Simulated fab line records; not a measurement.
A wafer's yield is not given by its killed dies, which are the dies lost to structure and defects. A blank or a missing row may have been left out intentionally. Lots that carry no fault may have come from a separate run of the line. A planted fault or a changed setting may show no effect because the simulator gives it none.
fab line records ; flow nand_harc
record lots=14; wafers=42; last_day=33
route steps=1302 shown A_STAIRCASE@784
lots that met no fault: from a run of the same line without faults
start_h: hours from the record's opening day to when the first of the lot's shown wafers began ; wait_h: time in hours since the lot's previous step ; " identical to the entry in the row above ; L1.1+2: a single row standing in for several wafers ; - no value, or no start given ; * or withheld: withheld ; < > ~ a bound
route shown NAME@n: a module of which the file shows steps, and the number in the route of the first ; usual: mean/standard deviation taken from wafers without a fault ; same: alike in all rows ; chamber/n: place in a boat ; sites: per-site readings ; _std_site: their standard deviation ; _edge_site: mean of outer sites minus mean of inner sites ; radius_mm: for every site, how far away it sits from the centre of the wafer ; mask NAME#n: copy n ; behind: the last tool/chamber to shape the wafer ; hold: why the lot was held/for how many hours/how that ended ; device: transistor that didn't switch, given as n, p or np ; end of line: the route-end tests of the same wafers ; step lacking rows: just its recipe ; killed: dies lost to structure and defects at the first sort, not the wafer's yield ; map: per-die view of a wafer (x killed, . not killed, _ where there is no die)
set.NAME: setting as actually run; set.NAME@STEP: the setting as run at that earlier step ; model.NAME: the simulator's own value behind a step, which no gauge read
the route's steps for a sample of lots (tables are steps, rows are wafers)
services: the hour from which a tool's chamber was out of use, counted from the record's first day as start_h (under 0 if before that day), plus the number of hours and why
## steps
# step NHARC_A_STAIRCASE_DESCUM_270
# recipe time_s=3; o2_flow_sccm=200; ar_flow_sccm=0; bias_power_w=0; chemistry=O2
# usual drypump_motor_current_A=5.8/0.46; oes_product_au=0.999/0.0083; rf_vpp_V=57.6/0.92; showerhead_plenum_p_Torr=1.91/0.093; throttle_valve_pct=11.311/0.0085
lot.wafer;tool;chamber;start_h;wait_h;drypump_motor_current_A;oes_product_au;rf_hours_counter_h;rf_vpp_V;showerhead_plenum_p_Torr;throttle_valve_pct
L691.1;rie_diel-01;3;374.43;-;6.0;0.999;58;55.1;1.79;11.321
L691.4;rie_diel-01;0;374.43;-;4.9;1.013;57;56.4;1.76;11.304
L691.6;rie_diel-01;3;374.43;-;6.0;0.997;-;55.5;1.79;11.310
L692.3;rie_diel-01;3;378.08;-;6.1;0.994;59;58.0;1.79;11.300
L692.4;rie_diel-01;1;378.08;-;6.2;0.991;54;56.1;2.00;11.311
L692.5;rie_diel-01;2;378.08;-;6.4;0.997;-;57.5;1.76;11.318
L693.3;rie_diel-09;1;389.46;-;5.5;1.005;23;56.9;1.93;11.302
L693.6;rie_diel-09;0;389.46;-;6.1;1.000;-;58.1;1.94;11.307
L693.5;rie_diel-09;1;389.46;-;5.5;1.009;-;57.2;1.93;11.322
L695.3;rie_diel-05;2;418.71;-;4.7;1.002;0;55.7;1.90;11.297
L695.4;rie_diel-05;1;418.71;-;5.3;1.004;0;58.0;1.98;11.302
L695.6;rie_diel-05;3;418.71;-;6.4;1.002;-;58.2;2.02;11.314
L697.1;rie_diel-09;0;421.12;-;6.1;0.996;35;57.9;1.94;11.313
L697.6;rie_diel-09;0;421.12;-;6.1;0.989;-;57.8;1.94;11.305
L697.5;rie_diel-09;1;421.12;-;5.5;0.996;-;57.9;1.92;11.318
L698.4;rie_diel-05;3;439.63;-;6.3;1.010;5;58.5;2.01;11.316
L698.2;rie_diel-05;0;439.63;-;5.9;0.998;6;56.5;1.79;11.308
L698.5;rie_diel-05;0;439.63;-;5.8;1.012;-;58.6;1.79;11.314
L700.1;rie_diel-09;1;448.83;-;5.5;1.018;50;57.5;1.92;11.294
L700.4;rie_diel-09;0;448.83;-;6.1;1.001;-;58.4;1.93;11.303
L700.5;rie_diel-09;1;448.83;-;5.5;1.013;-;59.5;1.92;11.303
L699.3;rie_diel-09;0;457.27;-;6.1;0.988;45;58.2;1.93;11.321
L699.6;rie_diel-09;1;457.27;-;5.5;1.009;-;56.8;1.92;11.305
L699.4;rie_diel-09;0;457.27;-;6.1;1.001;-;58.4;1.93;11.313
L704.1;rie_diel-09;2;513.81;-;5.8;1.007;1;55.9;1.80;11.303
L704.4;rie_diel-09;0;513.81;-;6.1;0.993;1;57.8;1.93;11.301
L704.2;rie_diel-09;1;513.81;-;5.5;0.993;0;56.4;1.91;11.311
L706.2;rie_diel-01;1;515.80;-;6.2;0.987;34;58.1;1.99;11.306
L706.3;rie_diel-01;0;515.80;-;4.8;0.994;40;57.1;2.06;11.301
L706.6;rie_diel-01;2;515.80;-;6.4;0.994;-;57.5;2.06;11.312
L710.1;rie_diel-09;1;560.06;-;5.5;1.006;13;56.8;1.91;11.328
L710.4;rie_diel-09;2;560.06;-;5.8;1.000;18;57.3;1.80;11.276
L710.5;rie_diel-09;0;560.06;-;6.1;0.988;-;59.0;1.92;11.311
L711.1;rie_diel-05;0;578.05;-;5.8;0.998;49;57.8;1.78;11.310
L711.4;rie_diel-05;2;578.05;-;4.7;0.992;50;57.5;1.89;11.316
L711.6;rie_diel-05;0;578.05;-;5.9;0.995;-;58.3;1.78;11.298
L713.4;rie_diel-01;3;583.64;-;6.0;0.990;3;59.1;2.08;11.306
L713.3;rie_diel-01;0;583.64;-;4.8;1.000;0;59.3;2.06;11.301
L713.5;rie_diel-01;2;583.64;-;6.4;0.997;-;58.9;2.05;11.315
L712.1;rie_diel-01;0;592.36;-;4.8;0.995;2;58.3;2.06;11.316
L712.3;rie_diel-01;3;592.36;-;6.0;0.989;5;58.1;2.07;11.324
L712.5;rie_diel-01;1;592.36;-;6.2;1.005;-;58.7;1.98;11.314
# step NHARC_A_STAIRCASE_ETCH_273
# recipe target_depth_a=1.02e+05; time_s=2468.6; ion_energy_ev=800; c4f8_flow_sccm=80; o2_flow_sccm=60; ar_flow_sccm=withheld; rf_w=600; bias_w=3000; chemistry=C4F8/O2/Ar
# usual oes_product_au=0.933/0.0099; rf_vpp_V=1827/12
lot.wafer;tool;chamber;start_h;wait_h;oes_product_au;rf_hours_counter_h;rf_vpp_V
L691.1;rie_diel-01;0;-;-;0.932;58;1807
L691.4;rie_diel-01;3;-;-;0.925;59;1811
L691.6;rie_diel-01;0;-;-;0.937;-;1806
L692.4;rie_diel-01;1;-;-;0.946;54;1838
L692.3;rie_diel-01;3;-;-;0.945;60;1809
L692.5;rie_diel-01;2;-;-;0.939;-;1808
L693.3;rie_diel-09;3;-;-;0.933;20;1826
L693.5;rie_diel-09;0;-;-;0.929;-;1831
L693.6;rie_diel-09;1;-;-;0.933;-;1830
L695.3;rie_diel-05;1;-;-;0.925;1;1836
L695.4;rie_diel-05;3;-;-;0.915;1;1840
L695.6;rie_diel-05;1;-;-;0.923;-;1836
L697.1;rie_diel-09;2;-;-;0.963;18;1812
L697.5;rie_diel-09;1;-;-;0.949;-;1829
L697.6;rie_diel-09;2;-;-;0.954;-;1813
L698.2;rie_diel-05;1;-;-;0.937;7;1834
L698.4;rie_diel-05;3;-;-;0.934;6;1838
L698.5;rie_diel-05;0;-;-;0.923;-;1811
L700.1;rie_diel-09;1;-;-;0.939;50;1828
L700.5;rie_diel-09;1;-;-;0.939;-;1828
L700.4;rie_diel-09;2;-;-;0.935;-;1814
L699.3;rie_diel-09;0;-;-;0.918;46;1829
L699.6;rie_diel-09;2;-;-;0.936;-;1814
L699.4;rie_diel-09;0;-;-;0.926;-;1830
L704.4;rie_diel-09;3;-;-;0.922;2;1825
L704.1;rie_diel-09;1;-;-;0.921;1;1827
L704.2;rie_diel-09;2;-;-;0.931;2;1810
L706.2;rie_diel-01;3;-;-;0.924;50;1808
L706.3;rie_diel-01;0;-;-;0.929;40;1845
L706.6;rie_diel-01;0;-;-;0.929;-;1846
L710.1;rie_diel-09;1;-;-;0.929;13;1825
L710.5;rie_diel-09;1;-;-;0.929;-;1827
L710.4;rie_diel-09;2;-;-;0.941;-;1811
L711.4;rie_diel-05;0;-;-;0.931;50;1809
L711.1;rie_diel-05;1;-;-;0.947;51;1834
L711.6;rie_diel-05;3;-;-;0.936;-;1838
L713.3;rie_diel-01;0;-;-;0.950;0;1845
L713.4;rie_diel-01;1;-;-;0.944;9;1835
L713.5;rie_diel-01;0;-;-;0.943;-;1845
L712.1;rie_diel-01;1;-;-;0.940;10;1836
L712.3;rie_diel-01;2;-;-;0.945;10;1844
L712.5;rie_diel-01;1;-;-;0.936;-;1834
# step NHARC_A_STAIRCASE_HM_OPEN_460
# recipe o2_flow_sccm=400; cos_flow_sccm=20; ar_flow_sccm=0; rf_w=500; bias_w=300; chemistry=O2/COS
# usual drypump_motor_current_A=5.8/0.47; oes_product_au=0.998/0.0079; rf_vpp_V=467/3; showerhead_plenum_p_Torr=3.14/0.14; throttle_valve_pct=28.329/0.0092
lot.wafer;tool;chamber;start_h;wait_h;drypump_motor_current_A;oes_product_au;rf_hours_counter_h;rf_vpp_V;showerhead_plenum_p_Torr;throttle_valve_pct
L691.1;rie_diel-05;1;-;-;5.4;0.996;47;470;3.23;28.324
L691.4;rie_diel-05;2;-;-;4.7;0.988;47;467;3.11;28.321
L691.6;rie_diel-05;1;-;-;5.3;0.996;-;469;3.23;28.318
L692.3;rie_diel-09;0;-;-;6.1;0.997;19;470;3.16;28.318
L692.5;rie_diel-09;3;-;-;5.5;1.000;-;467;3.12;28.339
L692.4;rie_diel-09;0;-;-;6.1;1.002;-;469;3.16;28.333
L693.3;rie_diel-05;2;-;-;4.7;1.009;56;466;3.11;28.328
L693.6;rie_diel-05;0;-;-;5.9;1.012;-;463;2.94;28.325
L693.5;rie_diel-05;1;-;-;5.3;1.010;-;471;3.23;28.335
L695.3;rie_diel-09;3;-;-;5.5;0.997;36;469;3.11;28.342
L695.4;rie_diel-09;1;-;-;5.5;1.006;43;468;3.13;28.338
L695.6;rie_diel-09;2;-;-;5.8;0.997;-;463;2.96;28.334
L697.1;rie_diel-01;0;-;-;4.9;1.006;8;472;3.37;28.332
L697.5;rie_diel-01;2;-;-;6.4;1.007;-;472;3.36;28.329
L697.6;rie_diel-01;3;-;-;6.0;0.997;-;461;2.92;28.317
L698.2;rie_diel-01;3;-;-;6.0;0.993;23;464;2.91;28.338
L698.4;rie_diel-01;2;-;-;6.4;0.992;27;471;3.36;28.311
L698.5;rie_diel-01;3;-;-;6.0;0.991;-;463;2.91;28.321
L700.4;rie_diel-01;0;-;-;4.9;1.003;16;472;3.36;28.335
L700.1;rie_diel-01;2;-;-;6.4;1.004;32;471;3.36;28.325
L700.5;rie_diel-01;0;-;-;4.9;1.011;-;470;3.36;28.331
L699.3;rie_diel-01;3;-;-;6.0;0.986;27;462;2.91;28.341
L699.4;rie_diel-01;1;-;-;6.2;0.987;20;470;3.24;28.334
L699.6;rie_diel-01;3;-;-;6.1;0.986;-;462;2.91;28.341
L704.2;rie_diel-09;0;-;-;6.1;0.991;4;469;3.14;28.316
L704.1;rie_diel-09;1;-;-;5.5;1.007;2;467;3.12;28.328
L704.4;rie_diel-09;3;-;-;5.6;0.997;4;469;3.10;28.340
L706.2;rie_diel-09;3;-;-;5.6;1.006;5;466;3.10;28.342
L706.3;rie_diel-09;2;-;-;5.8;1.006;4;463;2.95;28.344
L706.6;rie_diel-09;0;-;-;6.1;0.988;-;467;3.14;28.333
L710.1;rie_diel-09;2;574.43;6.1;5.8;1.003;27;465;2.94;28.329
L710.4;rie_diel-09;0;574.43;6.1;6.1;0.995;26;467;3.13;28.328
L710.5;rie_diel-09;2;574.43;6.1;5.8;0.995;-;461;2.94;28.328
L711.4;rie_diel-09;2;-;-;5.8;0.999;30;464;2.94;28.332
L711.1;rie_diel-09;3;-;-;5.6;1.001;22;465;3.09;28.323
L711.6;rie_diel-09;0;-;-;6.1;0.981;-;467;3.13;28.325
L713.3;rie_diel-09;1;-;-;5.5;1.002;21;467;3.11;28.321
L713.4;rie_diel-09;2;-;-;5.8;1.000;32;463;2.94;28.336
L713.5;rie_diel-09;3;-;-;5.6;1.008;-;468;3.09;28.319
L712.3;rie_diel-09;3;-;-;5.6;1.007;25;467;3.09;28.314
L712.1;rie_diel-09;0;-;-;6.1;1.003;32;467;3.13;28.335
L712.5;rie_diel-09;2;-;-;5.8;1.007;-;464;2.93;28.330
# step NHARC_A_STAIRCASE_DEP_301
# recipe target_thk_a=300; target_thk_nm=30; temp_c=400; pressure_torr=3.5; flow_sccm=200; rf_w=350; material=SiON
# usual heater_power_w=777/100; rf_fwd_power_W=348.4/1; showerhead_vpp_V=1130/46
lot.wafer;tool;chamber;start_h;wait_h;heater_power_w;rf_fwd_power_W;showerhead_vpp_V
L691.1;pecvd-04;2;393.92;1.6;729;346.8;1152
L691.6;pecvd-04;2;393.92;1.6;728;347.1;1119
L691.4;pecvd-04;1;393.92;1.6;745;347.9;1126
L692.3;pecvd-04;0;396.45;0.9;795;348.8;1219
L692.5;pecvd-04;1;396.45;0.9;788;349.0;1105
L692.4;pecvd-04;2;396.45;0.9;687;347.4;1136
L693.3;pecvd-01;2;403.79;1.0;936;346.9;1180
L693.6;pecvd-01;1;403.79;1.0;788;347.3;1105
L693.5;pecvd-01;2;403.79;1.0;930;348.4;1165
L695.3;pecvd-01;1;429.29;1.0;857;347.6;1109
L695.6;pecvd-01;1;429.29;1.0;873;348.5;1129
L695.4;pecvd-01;2;429.29;1.0;846;349.8;1158
L697.1;pecvd-04;0;433.01;1.6;725;349.0;1238
L697.5;pecvd-04;0;433.01;1.6;712;346.8;1249
L697.6;pecvd-04;1;433.01;1.6;686;348.8;1111
L698.2;pecvd-01;0;449.68;1.2;887;348.8;1069
L698.5;pecvd-01;0;449.68;1.2;950;348.5;1074
L698.4;pecvd-01;1;449.68;1.2;839;351.0;1094
L700.1;pecvd-03;2;461.21;1.6;600;349.6;1151
L700.4;pecvd-03;1;461.21;1.6;606;348.0;1091
L700.5;pecvd-03;2;461.21;1.6;597;348.5;1143
L699.3;pecvd-04;2;468.82;1.1;692;347.9;1142
L699.6;pecvd-04;0;468.82;1.1;750;348.4;1213
L699.4;pecvd-04;2;468.82;1.1;713;347.7;1121
L704.2;pecvd-04;0;524.03;1.3;696;488.4;1437
L704.1;pecvd-04;1;524.03;1.3;792;485.6;1312
L704.4;pecvd-04;1;524.03;1.3;776;487.7;1329
L706.3;pecvd-04;2;525.81;1.0;624;488.7;1356
L706.2;pecvd-04;0;525.81;1.0;653;487.3;1444
L706.6;pecvd-04;2;525.81;1.0;645;488.1;1333
L710.1;pecvd-01;2;578.95;1.6;820;349.6;1144
L710.5;pecvd-01;0;578.95;1.6;912;348.7;1080
L710.4;pecvd-01;2;578.95;1.6;807;348.3;1183
L711.1;pecvd-01;1;593.39;1.7;854;349.8;1104
L711.6;pecvd-01;2;593.39;1.7;890;347.6;1174
L711.4;pecvd-01;0;593.39;1.7;867;349.1;1094
L713.3;pecvd-03;2;597.73;1.0;619;348.4;1117
L713.4;pecvd-03;0;597.73;1.0;680;348.1;1124
L713.5;pecvd-03;2;597.73;1.0;598;349.2;1156
L712.1;pecvd-04;1;603.34;1.6;824;349.9;1134
L712.3;pecvd-04;2;603.34;1.6;783;348.5;1146
L712.5;pecvd-04;0;603.34;1.6;756;346.6;1252
## services
tool;chamber;start_h;hours;kind
rie_diel-09;0;353.70;-;clean
rie_diel-09;1;353.70;-;clean
rie_diel-09;2;353.70;-;clean
rie_diel-09;3;353.70;-;clean
rie_diel-01;2;354.91;5.2;repair
rie_diel-09;2;358.23;47.1;repair
rie_diel-09;0;378.20;-;clean
rie_diel-09;1;378.20;-;clean
rie_diel-01;-;380.80;9.0;pm
pecvd-03;-;384.71;13.0;pm
rie_diel-09;-;386.94;0.4;repair
rie_diel-09;0;399.13;5.0;repair
pecvd-04;-;428.11;1.1;repair
rie_diel-09;3;448.75;12.9;repair
pecvd-04;-;450.51;13.0;pm
pecvd-03;2;471.98;10.7;repair
rie_diel-01;1;476.34;10.3;repair
pecvd-01;-;492.00;13.0;pm
rie_diel-09;-;497.19;9.0;pm
rie_diel-01;-;557.80;9.0;pm
rie_diel-09;3;560.62;8.5;repair
pecvd-03;-;565.96;13.0;pm
rie_diel-09;1;566.46;6.7;repair
rie_diel-05;-;587.88;9.0;pm
## key
first_sign step=NHARC_A_STAIRCASE_DEP_301; reading=rf_fwd_power_W; direction=up; sigmas=99+; usual=*; struck=*
effect step=NHARC_A_STAIRCASE_DEP_301; reading=showerhead_vpp_V; direction=up; sigmas=5.2; usual=1130; struck=1368
met_at NHARC_A_STAIRCASE_DEP_301
struck_lots L704,L706
later_rows_left_out L704.1,L704.2,L704.4,L706.2,L706.3,L706.6
sort_left_out L704.1,L704.2,L704.4,L706.2,L706.3,L706.6
tester_left_out L704,L706
not_acting_at NHARC_A_STAIRCASE_DESCUM_270,NHARC_A_STAIRCASE_ETCH_273,NHARC_A_STAIRCASE_HM_OPEN_460
onset_between 468.82 524.03
fault kind=process_parameter_drift; tool=pecvd-04; chamber=-; onset_h=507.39; steps=NHARC_A_STAIRCASE_DEP_301; channel=rf_w; offset=*; shape=step; end_h=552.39; acts_in=*; stated=*
# tester_left_out: of these lots the tester's yield and bins aren't shown, on N5 and GAA mostly nor the transistor test; their killed dies are dies lost to structure and defects alone, not to doping, threshold or leakage, so they don't give the yield
# sort_left_out: the simulated sort isn't trusted on such a fault, so these wafers' sort isn't shown, and their yield isn't known
# later_rows_left_out: the simulator's readings of these wafers behind a module that went badly wrong aren't trusted and aren't shown, but for the sort
